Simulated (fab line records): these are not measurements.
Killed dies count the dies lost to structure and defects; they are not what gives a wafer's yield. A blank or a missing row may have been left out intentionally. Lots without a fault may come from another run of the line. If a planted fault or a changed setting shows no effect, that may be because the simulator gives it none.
Chamber matching + flow n5 finfet + N5_BEOL_M11_DESCUM_16 on rie diel-01 has 4 sister chambers
The step chemistry O2, time 7.9 s. 4 wafers are shown with their chamber, then 7 later ones without.

WAFERS WITH THEIR CHAMBER
| wafer  | chamber | throttle valve pct (%) |
|--------|---------|------------------------|
| L090.1 | 0       | 19.93                  |
| L089.2 | 3       | 20.40                  |
| L093.1 | 2       | 20.63                  |
| L093.5 | 1       | 20.63                  |

WAFERS WHOSE CHAMBER IS MISSING
| wafer  | throttle valve pct (%) |
|--------|------------------------|
| L093.6 | 20.64                  |
| L094.2 | 20.40                  |
| L094.3 | 20.65                  |
| L094.5 | 20.63                  |
| L097.2 | 20.65                  |
| L097.4 | 19.93                  |
| L097.5 | 20.65                  |

WHICH CHAMBER EACH WENT THROUGH
| wafer  | from the rows above     | in truth |
|--------|-------------------------|----------|
| L093.6 | can't be placed: 1 or 2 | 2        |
| L094.2 | 3                       | 3        |
| L094.3 | can't be placed: 1 or 2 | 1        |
| L094.5 | can't be placed: 1 or 2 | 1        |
| L097.2 | can't be placed: 1 or 2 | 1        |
| L097.4 | 0                       | 0        |
| L097.5 | can't be placed: 1 or 2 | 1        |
Correctly placed: 2 of 7. Unplaceable from these rows: 5, with the true chamber sitting among the candidates in 5. Placed wrongly: 0.
How it was worked out, from the rows above alone: a wafer's distance from a chamber is the root of the sum, over the readings, of the square of ((its reading less the chamber's mean) divided by the reading's scatter). If the next closest chamber is less than 2 further off than the closest, the wafer can't be placed; otherwise it belongs to the closest. Each chamber's mean is taken over the wafers shown for it. The scatter: with one shown wafer a chamber, the root of the mean of the squares of how far each hidden wafer lies from its nearest shown one.
